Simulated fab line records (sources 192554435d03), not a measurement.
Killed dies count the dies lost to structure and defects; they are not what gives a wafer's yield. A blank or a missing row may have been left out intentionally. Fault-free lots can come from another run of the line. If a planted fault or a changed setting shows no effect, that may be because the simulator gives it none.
What tool caused it? -- flow n5-finfet -- Sampling: 15 lots, 45 wafers, 6 of 1938 route steps

== WHAT THE GAUGES READ, wafer by wafer ==
N5_BEOL_M8_CD_MEAS_18: pitch 80 nm, target cd 40 nm. Usual: cd-nm 40.3 nm, standard deviation 0.7.
lot,measured,on,cd-nm (nm),flag
L310,day 9 00:06,cd-sem-02,40.5 40.3 40.9,
L312,day 9 18:33,cd-sem-01,41.2 40.2 40.0,
L314,day 10 04:06,cd-sem-02,39.5 38.3 39.8,
L315,day 10 05:23,cd-sem-02,40.2 40.2 39.8,
L316,day 10 16:07,cd-sem-01,40.4 40.5 39.5,
L318,day 11 08:00,cd-sem-01,38.6 41.3 40.6,
L320,day 11 11:46,cd-sem-03,41.0 40.3 40.1,
L322,day 12 07:04,cd-sem-03,40.6 41.6 40.4,
L323,day 12 15:16,cd-sem-01,40.5 41.7 40.9,
L321,day 12 15:03,cd-sem-02,40.2 39.6 41.2,
L324,day 13 14:51,cd-sem-02,40.3 39.6 40.1,
L329,day 14 06:55,cd-sem-02,- - -,OFF
L328,day 14 19:37,cd-sem-03,- - -,OFF
L330,day 14 22:09,cd-sem-01,- - -,OFF
L332,day 15 14:34,cd-sem-01,40.7 41.1 41.2,

== WHICH TOOL RAN EACH LOT (tool, then ch and the chambers of the sampled wafers, then the start) ==
lot,N5_BEOL_M7_PRE_CLEAN_45,N5_BEOL_M7_ANNEAL_51,N5_BEOL_M8_CURE_74,N5_BEOL_M8_ETCH_62,N5_BEOL_M8_HM_OPEN_17
L310,"pvd-sputter-01, day 8 18:48","rtp-anneal-02 ch 0, day 8 20:01","uv-cure-02 ch 0, day 8 20:56","rie-diel-04 ch 0,2,3, day 8 23:44","rie-metal-02 ch 0,1, day 8 23:57"
L312,"pvd-sputter-02, day 9 13:49","rtp-anneal-02 ch 0, day 9 14:52","uv-cure-03 ch 2, day 9 15:52","rie-diel-04 ch 2,3, day 9 17:52","rie-metal-01 ch 1, day 9 18:08"
L314,"pvd-sputter-02, day 9 22:20","rtp-anneal-02 ch 0, day 9 23:51","uv-cure-03 ch 0, day 10 00:46","rie-diel-06 ch 1,2,3, day 10 03:38","rie-metal-02 ch 1, day 10 03:49"
L315,"pvd-sputter-03, day 10 00:44","rtp-anneal-02 ch 0, day 10 01:38","uv-cure-01 ch 0, day 10 02:32","rie-diel-04 ch 0,2,3, day 10 04:56","rie-metal-02 ch 1, day 10 05:07"
L316,"pvd-sputter-03, day 10 09:56","rtp-anneal-02 ch 0, day 10 12:15","uv-cure-01 ch 2, day 10 13:23","rie-diel-04 ch 0,2,3, day 10 15:34","rie-metal-03 ch 1, day 10 15:45"
L318,"pvd-sputter-01, day 11 03:31","rtp-anneal-01 ch 0, day 11 04:32","uv-cure-03 ch 1, day 11 05:27","rie-diel-04 ch 0,1,3, day 11 07:38","rie-metal-01 ch 0,1, day 11 07:51"
L320,"pvd-sputter-01, day 11 06:31","rtp-anneal-01 ch 0, day 11 07:37","uv-cure-01 ch 0, day 11 08:30","rie-diel-04 ch 1,2,3, day 11 11:16","rie-metal-03 ch 1, day 11 11:29"
L322,"pvd-sputter-01, day 11 22:13","rtp-anneal-02 ch 0, day 12 00:25","uv-cure-03 ch 0, day 12 02:07","rie-diel-06 ch 0,1, day 12 06:37","rie-metal-01 ch 0, day 12 06:49"
L323,"pvd-sputter-01, day 12 07:18","rtp-anneal-02 ch 0, day 12 08:21","uv-cure-02 ch 1, day 12 09:15","rie-diel-04 ch 0,2, day 12 14:49","rie-metal-01 ch 0,1, day 12 15:00"
L321,"pvd-sputter-03, day 12 07:31","rtp-anneal-02 ch 0, day 12 08:37","uv-cure-01 ch 0, day 12 09:32","rie-diel-04 ch 0,1,3, day 12 14:34","rie-metal-03 ch 1, day 12 14:44"
L324,"pvd-sputter-01, day 13 07:58","rtp-anneal-01 ch 0, day 13 10:40","uv-cure-02 ch 0, day 13 11:32","rie-diel-04 ch 0,1,2, day 13 14:29","rie-metal-03 ch 0,1, day 13 14:40"
L329,"pvd-sputter-01, day 14 00:51","rtp-anneal-02 ch 0, day 14 01:49","uv-cure-02 ch 2, day 14 02:40","rie-diel-05 ch 0,1, day 14 06:33","rie-metal-02 ch 0,1, day 14 06:44"
L328,"pvd-sputter-03, day 14 13:37","rtp-anneal-02 ch 0, day 14 17:01","uv-cure-02 ch 1, day 14 17:53","rie-diel-04 ch 0,1,3, day 14 19:10","rie-metal-03 ch 0, day 14 19:20"
L330,"pvd-sputter-03, day 14 17:38","rtp-anneal-02 ch 0, day 14 18:35","uv-cure-02 ch 2, day 14 19:31","rie-diel-04 ch 0,3, day 14 21:47","rie-metal-02 ch 0,1, day 14 21:58"
L332,"pvd-sputter-01, day 15 09:40","rtp-anneal-02 ch 0, day 15 10:50","uv-cure-02 ch 1, day 15 11:42","rie-diel-06 ch 0,1, day 15 14:10","rie-metal-01 ch 0,1, day 15 14:22"
- N5_BEOL_M7_PRE_CLEAN_45: time 30 s.
- N5_BEOL_M7_ANNEAL_51: time 90 s.
- N5_BEOL_M8_CURE_74: cures SiCOH lowk, time 240 s.
- N5_BEOL_M8_ETCH_62: etches SOC in N2/H2, target depth 110 nm, overetch 22 nm, time 165 s.
- N5_BEOL_M8_HM_OPEN_17: chemistry Cl2/BCl3, target TiN, target depth 20 nm, overetch 6 nm.

== WHAT THE TOOLS THEMSELVES READ (means of the sampled wafers that have a number; where no wafer has one, the mark that the record gives instead) ==
N5_BEOL_M7_PRE_CLEAN_45. Usual: heater-power-w 322 W, standard deviation 28.
lot,tool,heater-power-w (W),flag
L310,pvd-sputter-01,295,
L312,pvd-sputter-02,349,
L314,pvd-sputter-02,346,
L315,pvd-sputter-03,333,
L316,pvd-sputter-03,333,
L318,pvd-sputter-01,321,
L320,pvd-sputter-01,311,
L322,pvd-sputter-01,289,
L323,pvd-sputter-01,317,
L321,pvd-sputter-03,307,
L324,pvd-sputter-01,305,
L329,pvd-sputter-01,316,
L328,pvd-sputter-03,334,
L330,pvd-sputter-03,334,
L332,pvd-sputter-01,325,

N5_BEOL_M7_ANNEAL_51. Usual: wafer_temp_C_max 226.4, standard deviation 0.31.
lot,tool,wafer_temp_C_max,flag
L310,rtp-anneal-02,226.2,
L312,rtp-anneal-02,226.5,
L314,rtp-anneal-02,226.1,
L315,rtp-anneal-02,226.9,
L316,rtp-anneal-02,226.4,
L318,rtp-anneal-01,226.5,
L320,rtp-anneal-01,226.0,
L322,rtp-anneal-02,226.4,
L323,rtp-anneal-02,226.5,
L321,rtp-anneal-02,226.5,
L324,rtp-anneal-01,226.3,
L329,rtp-anneal-02,226.2,
L328,rtp-anneal-02,226.2,
L330,rtp-anneal-02,226.3,
L332,rtp-anneal-02,226.3,

N5_BEOL_M8_CURE_74. Usual: lamp-power-pct 52.31 %, standard deviation 0.051; wafer_temp_C_max 386.9, standard deviation 0.58.
lot,tool,lamp-power-pct (%),wafer_temp_C_max,flag
L310,uv-cure-02,52.29,386.9,
L312,uv-cure-03,52.34,386.8,
L314,uv-cure-03,52.30,386.0,
L315,uv-cure-01,52.34,386.9,
L316,uv-cure-01,52.27,386.8,
L318,uv-cure-03,52.29,386.3,
L320,uv-cure-01,52.29,387.4,
L322,uv-cure-03,52.35,385.8,
L323,uv-cure-02,52.34,386.5,
L321,uv-cure-01,52.27,387.0,
L324,uv-cure-02,52.32,387.7,
L329,uv-cure-02,52.30,387.3,
L328,uv-cure-02,52.26,386.2,
L330,uv-cure-02,52.33,387.3,
L332,uv-cure-02,52.33,387.1,

N5_BEOL_M8_ETCH_62. Usual: bias-w 150.0 W, standard deviation 0.46; chamber-pressure-mTorr 30.001 mTorr, standard deviation 0.027; drypump-motor-current-A 5.7 A, standard deviation 0.4; h2-flow-sccm 200.1 sccm, standard deviation 0.65; oes-product-au 0.68 a.u., standard deviation 0.081; rf-vpp-V 523.6 V, standard deviation 3; showerhead-plenum-p-Torr 2.54 Torr, standard deviation 0.11; throttle-valve-pct 17.71 %, standard deviation 0.28.
lot,tool,bias-w (W),chamber-pressure-mTorr (mTorr),drypump-motor-current-A (A),h2-flow-sccm (sccm),oes-product-au (a.u.),rf-vpp-V (V),showerhead-plenum-p-Torr (Torr),throttle-valve-pct (%),flag
L310,rie-diel-04,150.1,29.992,5.6,199.5,0.65,522.5,2.51,17.76,
L312,rie-diel-04,149.8,29.970,5.5,200.3,0.69,522.7,2.53,17.57,
L314,rie-diel-06,149.7,30.006,6.0,200.2,0.63,520.9,2.47,18.05,
L315,rie-diel-04,149.9,30.018,5.6,199.9,0.72,525.5,2.61,17.65,
L316,rie-diel-04,150.0,29.992,5.6,199.4,0.71,526.6,2.61,17.65,
L318,rie-diel-04,149.9,29.982,5.4,200.2,0.70,523.5,2.54,17.47,
L320,rie-diel-04,150.4,29.996,5.5,199.8,0.63,522.7,2.51,17.66,
L322,rie-diel-06,150.1,29.998,6.2,200.2,0.79,521.9,2.48,17.69,
L323,rie-diel-04,150.5,30.021,5.7,200.1,0.72,527.5,2.69,17.74,
L321,rie-diel-04,149.7,30.006,5.4,200.1,0.69,523.7,2.53,17.48,
L324,rie-diel-04,149.9,29.994,5.5,200.6,0.65,525.2,2.58,17.74,
L329,rie-diel-05,-,-,-,-,-,-,-,-,OFF
L328,rie-diel-04,-,-,-,-,-,-,-,-,OFF
L330,rie-diel-04,-,-,-,-,-,-,-,-,OFF
L332,rie-diel-06,150.5,29.990,6.4,201.2,0.73,521.4,2.47,17.66,

N5_BEOL_M8_HM_OPEN_17. Usual: chamber-pressure-mTorr 10.000 mTorr, standard deviation 0.01; drypump-motor-current-A 5.51 A, standard deviation 0.2; oes-product-au 0.67 a.u., standard deviation 0.073; throttle-valve-pct 22.19 %, standard deviation 0.18.
lot,tool,chamber-pressure-mTorr (mTorr),drypump-motor-current-A (A),oes-product-au (a.u.),throttle-valve-pct (%),flag
L310,rie-metal-02,9.991,5.37,0.65,22.30,
L312,rie-metal-01,10.006,5.60,0.75,21.91,
L314,rie-metal-02,10.001,5.33,0.73,22.32,
L315,rie-metal-02,9.996,5.30,0.72,22.33,
L316,rie-metal-03,10.007,5.49,0.56,22.47,
L318,rie-metal-01,10.006,5.69,0.71,21.97,
L320,rie-metal-03,10.010,5.48,0.56,22.49,
L322,rie-metal-01,9.981,5.88,0.63,22.06,
L323,rie-metal-01,9.995,5.78,0.66,22.03,
L321,rie-metal-03,9.993,5.48,0.55,22.49,
L324,rie-metal-03,10.006,5.33,0.63,22.23,
L329,rie-metal-02,10.000,5.43,0.32,22.87,OFF
L328,rie-metal-03,9.999,5.26,0.29,22.75,OFF
L330,rie-metal-02,10.007,5.44,0.32,22.88,OFF
L332,rie-metal-01,9.999,5.77,0.65,22.04,

== THE ANSWER, worked out from the rows above alone ==
Rule: a lot is off if the mean of its wafers that have a number lies more than 3 standard deviations from the usual mean. Also off: a lot with no number at a reading for which 4 or more lots have one. Any other lot the step has rows for is counted as sound. After the gauges, taken in route order, come the tools' own readings; for these a lot's mean is taken, as printed above. At the first step where some lot is off, the reading lying furthest off is the one used; lots without a number count as furthest.
Off, at N5_BEOL_M8_CD_MEAS_18 on cd-nm: L329, L328, L330. Without a number there: L329, L328, L330.
If a tool, at a process step before that reading, ran all the lots that are off and no sound lot after the first of them, it fits. Not tried: the gauges at N5_BEOL_M8_CD_MEAS_18; whatever is off there is also off at N5_BEOL_M8_ETCH_62, on other tools, and gauge error can't account for it. Not one of the candidates tried fits.

== WHAT WAS PUT IN BY THE SIMULATOR ==
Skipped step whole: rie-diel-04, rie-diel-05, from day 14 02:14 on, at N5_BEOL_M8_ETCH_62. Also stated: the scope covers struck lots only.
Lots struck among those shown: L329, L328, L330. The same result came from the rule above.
